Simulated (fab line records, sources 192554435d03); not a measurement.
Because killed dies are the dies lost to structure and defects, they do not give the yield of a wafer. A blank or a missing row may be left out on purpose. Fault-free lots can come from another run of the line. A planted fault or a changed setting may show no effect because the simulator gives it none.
fab line records :: flow n5-finfet
[record]
  lots = 7
  wafers = 21
route steps=1938 shown BEOL_M14@1742
start-h: the number of hours between the record's first day and the start of the first shown wafer of the lot :: wait-h: hours elapsed since this lot's preceding step :: " as in the row above :: L1.1+2: a single row standing in for several wafers :: - no value, or no start was given :: * or withheld: withheld :: < > ~ a bound
route shown NAME@n: a module of which the file shows steps, and the number in the route of the first :: usual: mean and standard deviation over wafers with no fault :: same: alike in all rows :: chamber/n: place in a boat :: sites: the reading at each site :: _std_site: standard deviation of those values :: _edge_site: mean of outer sites minus mean of inner sites :: radius-mm: for every site, how far away it sits from the centre of the wafer :: mask NAME#n: copy n :: behind: the tool/chamber that last shaped the wafer :: hold: cause of the lot's hold/its duration in hours/its outcome :: device: whichever transistor did not switch (one of n, p or np) :: end of line: tests run on the same wafers once the route is complete :: a step with no rows: only its recipe :: killed: the dies lost at the first sort to structure and to defects; this is not the yield of the wafer :: map: shows each die of a wafer: x if killed, . if not, _ if none is there
set.NAME: setting as actually run; set.NAME@STEP: the setting as run at that earlier step :: model.NAME: the simulator's own value behind a step, which no gauge read
lots with deliberately changed settings; one table per step, one row per wafer
[[steps]]
[step N5_BEOL_M14_EXPOSE_25]
[recipe]
  mask-id = M14
  na = 0.8
  source-shape = annular
  sigma-inner = 0.5
  sigma-outer = 0.8
  polarization = unpolarized
  target-cd-nm = 280
  dose-mj = 26.6
lot.wafer: L083.1+4
tool: krf-scanner-01
chamber: 0
start-h: 292.82
wait-h: -
mask: M14#0
set.dose-mj: 26.1

lot.wafer: L083.3
tool: krf-scanner-01
chamber: 0
start-h: 292.82
wait-h: -
mask: M14#0
set.dose-mj: 26.6

lot.wafer: L082.1+4+5
tool: krf-scanner-02
chamber: 0
start-h: 299.58
wait-h: -
mask: M14#0
set.dose-mj: 26.6

lot.wafer: L084.1+2
tool: krf-scanner-02
chamber: 0
start-h: 313.47
wait-h: -
mask: M14#0
set.dose-mj: 26.6

lot.wafer: L084.6
tool: krf-scanner-02
chamber: 0
start-h: 313.47
wait-h: -
mask: M14#0
set.dose-mj: 25.03

lot.wafer: L085.1+2
tool: krf-scanner-02
chamber: 0
start-h: 318.20
wait-h: -
mask: M14#0
set.dose-mj: 26.6

lot.wafer: L085.4
tool: krf-scanner-02
chamber: 0
start-h: 318.20
wait-h: -
mask: M14#0
set.dose-mj: 26.04

lot.wafer: L087.1+5
tool: krf-scanner-01
chamber: 0
start-h: 346.60
wait-h: -
mask: M14#0
set.dose-mj: 28.18

lot.wafer: L087.2
tool: krf-scanner-01
chamber: 0
start-h: 346.60
wait-h: -
mask: M14#0
set.dose-mj: 26.6

lot.wafer: L095.1+3+6
tool: krf-scanner-02
chamber: 0
start-h: 389.84
wait-h: -
mask: M14#0
set.dose-mj: 26.6

lot.wafer: L097.1+4
tool: krf-scanner-01
chamber: 0
start-h: 397.41
wait-h: -
mask: M14#0
set.dose-mj: 28.46

lot.wafer: L097.2
tool: krf-scanner-01
chamber: 0
start-h: 397.41
wait-h: -
mask: M14#0
set.dose-mj: 26.6
[step N5_BEOL_M14_PEB_26]
[recipe]
  peb-temp-c = 130
  peb-time-s = 90
[step N5_BEOL_M14_DEVELOP_27]
[recipe]
  develop-time-s = 45
  rinse-liquid = diw
  dry = air-spin
  dev-temp-c = 21
[step N5_BEOL_M14_HARDBAKE_32]
[recipe]
  temp-c = 130
  time-s = 120
[step N5_BEOL_M14_CD_MEAS_28]
[recipe]
  target-cd-nm = 284.4
  landing-energy-ev = 500
  detector = se-inlens
[usual]
  cd-nm = 282.1/2
lot.wafer: L083.1
tool: cd-sem-03
chamber: 0
start-h: 292.99
wait-h: -
set.dose-mj@BEOL_M14_EXPOSE_25: 26.1
cd-nm: 278.3

lot.wafer: L083.3
tool: cd-sem-03
chamber: 0
start-h: 292.99
wait-h: -
set.dose-mj@BEOL_M14_EXPOSE_25: 26.6
cd-nm: 281.8

lot.wafer: L083.4
tool: cd-sem-03
chamber: 0
start-h: 292.99
wait-h: -
set.dose-mj@BEOL_M14_EXPOSE_25: 26.1
cd-nm: 275.5

lot.wafer: L082.1
tool: cd-sem-01
chamber: 0
start-h: 299.75
wait-h: -
set.dose-mj@BEOL_M14_EXPOSE_25: 26.6
cd-nm: 282.7

lot.wafer: L082.4
tool: cd-sem-01
chamber: 0
start-h: 299.75
wait-h: -
set.dose-mj@BEOL_M14_EXPOSE_25: 26.6
cd-nm: 282.2

lot.wafer: L082.5
tool: cd-sem-01
chamber: 0
start-h: 299.75
wait-h: -
set.dose-mj@BEOL_M14_EXPOSE_25: 26.6
cd-nm: 283.3

lot.wafer: L084.1
tool: cd-sem-03
chamber: 0
start-h: 313.65
wait-h: -
set.dose-mj@BEOL_M14_EXPOSE_25: 26.6
cd-nm: 280.3

lot.wafer: L084.2
tool: cd-sem-03
chamber: 0
start-h: 313.65
wait-h: -
set.dose-mj@BEOL_M14_EXPOSE_25: 26.6
cd-nm: 280.9

lot.wafer: L084.6
tool: cd-sem-03
chamber: 0
start-h: 313.65
wait-h: -
set.dose-mj@BEOL_M14_EXPOSE_25: 25.03
cd-nm: 273.6

lot.wafer: L085.1
tool: cd-sem-01
chamber: 0
start-h: 318.37
wait-h: -
set.dose-mj@BEOL_M14_EXPOSE_25: 26.6
cd-nm: 276.6

lot.wafer: L085.2
tool: cd-sem-01
chamber: 0
start-h: 318.37
wait-h: -
set.dose-mj@BEOL_M14_EXPOSE_25: 26.6
cd-nm: 282.6

lot.wafer: L085.4
tool: cd-sem-01
chamber: 0
start-h: 318.37
wait-h: -
set.dose-mj@BEOL_M14_EXPOSE_25: 26.04
cd-nm: 274.8

lot.wafer: L087.1
tool: cd-sem-01
chamber: 0
start-h: 346.77
wait-h: -
set.dose-mj@BEOL_M14_EXPOSE_25: 28.18
cd-nm: 292.1

lot.wafer: L087.2
tool: cd-sem-01
chamber: 0
start-h: 346.77
wait-h: -
set.dose-mj@BEOL_M14_EXPOSE_25: 26.6
cd-nm: 279.7

lot.wafer: L087.5
tool: cd-sem-01
chamber: 0
start-h: 346.77
wait-h: -
set.dose-mj@BEOL_M14_EXPOSE_25: 28.18
cd-nm: 289.9

lot.wafer: L095.1
tool: cd-sem-02
chamber: 0
start-h: 390.01
wait-h: -
set.dose-mj@BEOL_M14_EXPOSE_25: 26.6
cd-nm: 283.3

lot.wafer: L095.3
tool: cd-sem-02
chamber: 0
start-h: 390.01
wait-h: -
set.dose-mj@BEOL_M14_EXPOSE_25: 26.6
cd-nm: 280.2

lot.wafer: L095.6
tool: cd-sem-02
chamber: 0
start-h: 390.01
wait-h: -
set.dose-mj@BEOL_M14_EXPOSE_25: 26.6
cd-nm: 279.8

lot.wafer: L097.1
tool: cd-sem-02
chamber: 0
start-h: 397.58
wait-h: -
set.dose-mj@BEOL_M14_EXPOSE_25: 28.46
cd-nm: 294.2

lot.wafer: L097.2
tool: cd-sem-02
chamber: 0
start-h: 397.58
wait-h: -
set.dose-mj@BEOL_M14_EXPOSE_25: 26.6
cd-nm: 282.5

lot.wafer: L097.4
tool: cd-sem-02
chamber: 0
start-h: 397.58
wait-h: -
set.dose-mj@BEOL_M14_EXPOSE_25: 28.46
cd-nm: 293.9
[step N5_BEOL_M14_DESCUM_33]
[recipe]
  chemistry = O2
  time-s = 7.9
  source-power-w = 50
  bias-power-w = 20
  pressure-mtorr = 20
  rf-frequency-hz = 2.712e+07
  temp-c = 40
  o2-flow-sccm = 225
lot.wafer: L083.1
tool: rie-diel-01
chamber: 1
start-h: 293.08
wait-h: 0.0
set.dose-mj@BEOL_M14_EXPOSE_25: 26.1
model.BEOL_M14.cd-nm: 278.6

lot.wafer: L083.3
tool: rie-diel-01
chamber: 2
start-h: 293.08
wait-h: 0.0
set.dose-mj@BEOL_M14_EXPOSE_25: 26.6
model.BEOL_M14.cd-nm: 282.2

lot.wafer: L083.4
tool: rie-diel-01
chamber: 3
start-h: 293.08
wait-h: 0.0
set.dose-mj@BEOL_M14_EXPOSE_25: 26.1
model.BEOL_M14.cd-nm: 275.6

lot.wafer: L082.1+4
tool: rie-diel-03
chamber: 3,2
start-h: 299.84
wait-h: 0.0
set.dose-mj@BEOL_M14_EXPOSE_25: 26.6
model.BEOL_M14.cd-nm: 282.4

lot.wafer: L082.5
tool: rie-diel-03
chamber: 0
start-h: 299.84
wait-h: 0.0
set.dose-mj@BEOL_M14_EXPOSE_25: 26.6
model.BEOL_M14.cd-nm: 283.6

lot.wafer: L084.1
tool: rie-diel-01
chamber: 1
start-h: 313.73
wait-h: 0.0
set.dose-mj@BEOL_M14_EXPOSE_25: 26.6
model.BEOL_M14.cd-nm: 280.4

lot.wafer: L084.2
tool: rie-diel-01
chamber: 0
start-h: 313.73
wait-h: 0.0
set.dose-mj@BEOL_M14_EXPOSE_25: 26.6
model.BEOL_M14.cd-nm: 281

lot.wafer: L084.6
tool: rie-diel-01
chamber: 3
start-h: 313.73
wait-h: 0.0
set.dose-mj@BEOL_M14_EXPOSE_25: 25.03
model.BEOL_M14.cd-nm: 273.4

lot.wafer: L085.1
tool: rie-diel-01
chamber: 1
start-h: 318.56
wait-h: 0.1
set.dose-mj@BEOL_M14_EXPOSE_25: 26.6
model.BEOL_M14.cd-nm: 276.6

lot.wafer: L085.2
tool: rie-diel-01
chamber: 0
start-h: 318.56
wait-h: 0.1
set.dose-mj@BEOL_M14_EXPOSE_25: 26.6
model.BEOL_M14.cd-nm: 282.8

lot.wafer: L085.4
tool: rie-diel-01
chamber: 3
start-h: 318.56
wait-h: 0.1
set.dose-mj@BEOL_M14_EXPOSE_25: 26.04
model.BEOL_M14.cd-nm: 274.8

lot.wafer: L087.1
tool: rie-diel-03
chamber: 2
start-h: 346.95
wait-h: 0.1
set.dose-mj@BEOL_M14_EXPOSE_25: 28.18
model.BEOL_M14.cd-nm: 292.4

lot.wafer: L087.2
tool: rie-diel-03
chamber: 1
start-h: 346.95
wait-h: 0.1
set.dose-mj@BEOL_M14_EXPOSE_25: 26.6
model.BEOL_M14.cd-nm: 279.6

lot.wafer: L087.5
tool: rie-diel-03
chamber: 3
start-h: 346.95
wait-h: 0.1
set.dose-mj@BEOL_M14_EXPOSE_25: 28.18
model.BEOL_M14.cd-nm: 290.2

lot.wafer: L095.1
tool: rie-diel-06
chamber: 1
start-h: 390.26
wait-h: 0.2
set.dose-mj@BEOL_M14_EXPOSE_25: 26.6
model.BEOL_M14.cd-nm: 283.2

lot.wafer: L095.3
tool: rie-diel-06
chamber: 0
start-h: 390.26
wait-h: 0.2
set.dose-mj@BEOL_M14_EXPOSE_25: 26.6
model.BEOL_M14.cd-nm: 280.2

lot.wafer: L095.6
tool: rie-diel-06
chamber: 3
start-h: 390.26
wait-h: 0.2
set.dose-mj@BEOL_M14_EXPOSE_25: 26.6
model.BEOL_M14.cd-nm: 280

lot.wafer: L097.1
tool: rie-diel-03
chamber: 3
start-h: 397.67
wait-h: 0.0
set.dose-mj@BEOL_M14_EXPOSE_25: 28.46
model.BEOL_M14.cd-nm: 294.4

lot.wafer: L097.2
tool: rie-diel-03
chamber: 1
start-h: 397.67
wait-h: 0.0
set.dose-mj@BEOL_M14_EXPOSE_25: 26.6
model.BEOL_M14.cd-nm: 281.8

lot.wafer: L097.4
tool: rie-diel-03
chamber: 0
start-h: 397.67
wait-h: 0.0
set.dose-mj@BEOL_M14_EXPOSE_25: 28.46
model.BEOL_M14.cd-nm: 294
[step N5_BEOL_M14_DEP_53]
[recipe]
  material = SiCN
  target-thk-a = 500
  temp-c = withheld
  precursor = 3MS/NH3
  pressure-torr = 3
  rf-w = 675
  time-s = 17.8
lot.wafer: L083.1
tool: pecvd-03
chamber: 1
start-h: 297.26
wait-h: 0.0
set.time-s: 20.18
model.SiCN_of_BEOL_M14_DEP_53.thk-nm: 55.8

lot.wafer: L083.3
tool: pecvd-03
chamber: 0
start-h: 297.26
wait-h: 0.0
set.time-s: 20.18
model.SiCN_of_BEOL_M14_DEP_53.thk-nm: 55.6

lot.wafer: L083.4
tool: pecvd-03
chamber: 1
start-h: 297.26
wait-h: 0.0
set.time-s: 17.8
model.SiCN_of_BEOL_M14_DEP_53.thk-nm: 49.8

lot.wafer: L082.1
tool: pecvd-01
chamber: 2
start-h: 311.73
wait-h: 0.0
set.time-s: 17.8
model.SiCN_of_BEOL_M14_DEP_53.thk-nm: 49.6

lot.wafer: L082.4
tool: pecvd-01
chamber: 1
start-h: 311.73
wait-h: 0.0
set.time-s: 17.8
model.SiCN_of_BEOL_M14_DEP_53.thk-nm: 49.8

lot.wafer: L082.5
tool: pecvd-01
chamber: 2
start-h: 311.73
wait-h: 0.0
set.time-s: 17.8
model.SiCN_of_BEOL_M14_DEP_53.thk-nm: 50.6

lot.wafer: L084.1
tool: pecvd-03
chamber: 1
start-h: 316.25
wait-h: 0.0
set.time-s: 17.8
model.SiCN_of_BEOL_M14_DEP_53.thk-nm: 49.4

lot.wafer: L084.2
tool: pecvd-03
chamber: 0
start-h: 316.25
wait-h: 0.0
set.time-s: 16.82
model.SiCN_of_BEOL_M14_DEP_53.thk-nm: 47

lot.wafer: L084.6
tool: pecvd-03
chamber: 2
start-h: 316.25
wait-h: 0.0
set.time-s: 16.82
model.SiCN_of_BEOL_M14_DEP_53.thk-nm: 48.6

lot.wafer: L085.1
tool: pecvd-03
chamber: 0
start-h: 321.14
wait-h: 0.0
set.time-s: 16.88
model.SiCN_of_BEOL_M14_DEP_53.thk-nm: 46.6

lot.wafer: L085.2
tool: pecvd-03
chamber: 2
start-h: 321.14
wait-h: 0.0
set.time-s: 17.8
model.SiCN_of_BEOL_M14_DEP_53.thk-nm: 50.4

lot.wafer: L085.4
tool: pecvd-03
chamber: 0
start-h: 321.14
wait-h: 0.0
set.time-s: 17.8
model.SiCN_of_BEOL_M14_DEP_53.thk-nm: 50

lot.wafer: L087.1
tool: pecvd-04
chamber: 0
start-h: 350.50
wait-h: 0.0
set.time-s: 17.8
model.SiCN_of_BEOL_M14_DEP_53.thk-nm: 49

lot.wafer: L087.2
tool: pecvd-04
chamber: 2
start-h: 350.50
wait-h: 0.0
set.time-s: 17.8
model.SiCN_of_BEOL_M14_DEP_53.thk-nm: 49.2

lot.wafer: L087.5
tool: pecvd-04
chamber: 2
start-h: 350.50
wait-h: 0.0
set.time-s: 17.8
model.SiCN_of_BEOL_M14_DEP_53.thk-nm: 50

lot.wafer: L095.1
tool: pecvd-04
chamber: 1
start-h: 392.53
wait-h: 0.0
set.time-s: 17.8
model.SiCN_of_BEOL_M14_DEP_53.thk-nm: 48.4

lot.wafer: L095.3
tool: pecvd-04
chamber: 2
start-h: 392.53
wait-h: 0.0
set.time-s: 20.19
model.SiCN_of_BEOL_M14_DEP_53.thk-nm: 55.8

lot.wafer: L095.6
tool: pecvd-04
chamber: 2
start-h: 392.53
wait-h: 0.0
set.time-s: 20.19
model.SiCN_of_BEOL_M14_DEP_53.thk-nm: 57

lot.wafer: L097.1
tool: pecvd-03
chamber: 2
start-h: 401.41
wait-h: 0.0
set.time-s: 17.8
model.SiCN_of_BEOL_M14_DEP_53.thk-nm: 50.4

lot.wafer: L097.2
tool: pecvd-03
chamber: 0
start-h: 401.41
wait-h: 0.0
set.time-s: 15.39
model.SiCN_of_BEOL_M14_DEP_53.thk-nm: 43.4

lot.wafer: L097.4
tool: pecvd-03
chamber: 2
start-h: 401.41
wait-h: 0.0
set.time-s: 15.39
model.SiCN_of_BEOL_M14_DEP_53.thk-nm: 44.4
[[key]]
[split]
  step = N5_BEOL_M14_EXPOSE_25
  setting = dose-mj
  stated = 26.6
  by = wafer
[response]
  step = N5_BEOL_M14_CD_MEAS_28
  reading = cd-nm
  change = +1.65
  per = 1%
  r = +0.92
[response]
  step = N5_BEOL_M14_DESCUM_33
  reading = model.BEOL_M14.cd-nm
  change = +1.73
  per = 1%
  r = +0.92
[split]
  step = N5_BEOL_M14_DEP_53
  setting = time-s
  stated = 17.8
  by = wafer
[response]
  step = N5_BEOL_M14_DEP_53
  reading = model.SiCN_of_BEOL_M14_DEP_53.thk-nm
  change = +0.503
  per = 1%
  r = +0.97
